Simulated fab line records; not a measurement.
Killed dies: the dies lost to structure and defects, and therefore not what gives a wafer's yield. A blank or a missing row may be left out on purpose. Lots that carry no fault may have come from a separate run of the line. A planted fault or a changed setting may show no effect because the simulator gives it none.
Problem report in the 8D (eight disciplines) form, filled by code + flow nand-harc + the parts of the form that need people (team, actions taken, sign-off) are left out

1. WHAT IS WRONG
NHARC_END_SORT_01, sort_bin_2_pct: mean 94.8 % on 2 wafers (1 lot); fault-free wafers 1.4 %, standard deviation 0.63. That is +99 or more standard deviations from the usual mean.
Seen first at day 23 21:16 on prober-02, wafer L728.1. At this step, 6 wafers from 2 lots have a number in the record. The rule behind "out" and "out of limits": a value lying over 4 standard deviations away from the usual mean. Any other wafer with a number is counted as sound.

2. WHAT IT IS; WHAT IT IS NOT
| question                    | is                                                                                                                  | is not                                                            |
|-----------------------------|---------------------------------------------------------------------------------------------------------------------|-------------------------------------------------------------------|
| which readings at this step | sort_bin_2_pct, defect-limited-yield, killed-at-array, killed-dies, sort-n-pass, sort-rim-yield-pct, sort-yield-pct | killed-at-other, killed-at-periphery, killed-short                |
| which lots                  | L728                                                                                                                | L724                                                              |
| which wafers of those lots  | L728.1, L728.6                                                                                                      | L728.2                                                            |
| read on which gauges        | prober-02                                                                                                           | prober-01                                                         |
| when                        | from day 23 21:16                                                                                                   | up to then (3 sound wafers); but 1 sound wafer of L728 came after |

3. SUSPECTS, AND WHAT RULES EACH OUT
Counting: if a tool at a process step up to the reading ran every lot that is out, it stays a suspect. Sound lots after the first of them don't rule it out here, since some wafers of a struck lot are sound.
- the gauge at NHARC_END_SORT_01: kept. All the wafers that are out were read on prober-02, and no step on other tools shows them out.
- pvd-sputter-02 at NHARC_A_M1_PVD_21 (deposits Cu, target thk 30 nm, time 20.49 s): kept. The lot that is out, L728, ran on it at day 22 11:05; the last sound lot it ran before that was L724, at day 20 12:14.
- pecvd-01 at NHARC_THIN_TSV_DEP_43 (deposits SiO2, target thk 1328.5 nm): kept. The lot that is out, L728, ran on it at day 23 05:11; the last sound lot it ran before that was L724, at day 21 05:58.
pvd-sputter-02 at NHARC_A_M1_PVD_21, pecvd-01 at NHARC_THIN_TSV_DEP_43 and prober-02 at NHARC_END_SORT_01 are what is left after counting.

4. THE CAUSE (what the simulator had put in)
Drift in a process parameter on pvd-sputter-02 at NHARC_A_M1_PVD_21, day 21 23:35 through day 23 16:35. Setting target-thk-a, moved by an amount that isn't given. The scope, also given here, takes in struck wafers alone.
3 suspects survive the count, and this tool is in that group.

5. THE CHAIN OF EFFECTS, in route order
Each row: a reading where the mean over the struck wafers with a number is more than 3 standard deviations away from the usual. Readings are gone through only where the record gives a usual standard deviation; hours: the median, over the lots, of the time from a lot's start at the first step in this table giving one to that lot's start at this step; sigmas: the change measured in usual standard deviations.
| hours | step              | reading              | usual  | on struck wafers | change | sigmas      |
|-------|-------------------|----------------------|--------|------------------|--------|-------------|
| 0     | NHARC_END_SORT_01 | defect-limited-yield | 95.7 % | 0.0              | -95.7  | -64         |
| 0     | NHARC_END_SORT_01 | killed-at-array      | 25     | 670              | +646   | +68         |
| 0     | NHARC_END_SORT_01 | killed-dies          | 29     | 677              | +648   | +65         |
| 0     | NHARC_END_SORT_01 | sort_bin_2_pct       | 1.4 %  | 94.8             | +93.3  | +99 or more |
| 0     | NHARC_END_SORT_01 | sort-n-pass          | 648    | 0                | -648   | -65         |
| 0     | NHARC_END_SORT_01 | sort-rim-yield-pct   | 95.6 % | 0.0              | -95.6  | -34         |
| 0     | NHARC_END_SORT_01 | sort-yield-pct       | 95.7 % | 0.0              | -95.7  | -64         |

6. HOW IT WOULD HAVE BEEN CAUGHT EARLIER
Counted from the fault's start at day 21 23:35, it took 46 hours until the first out-of-limits reading at a measuring or inspecting step in this record, taken at day 23 21:16.
Of the tool readings at NHARC_A_M1_PVD_21 for which the record gives a usual standard deviation, none was out on any struck wafer, so an alarm limit of 4 standard deviations on them would not have fired.
By day 23 21:16 the whole set of lots that are out, 1 in number, had already begun NHARC_A_M1_PVD_21 on pvd-sputter-02. Had the tool been put on hold then, not one of them would have been saved.
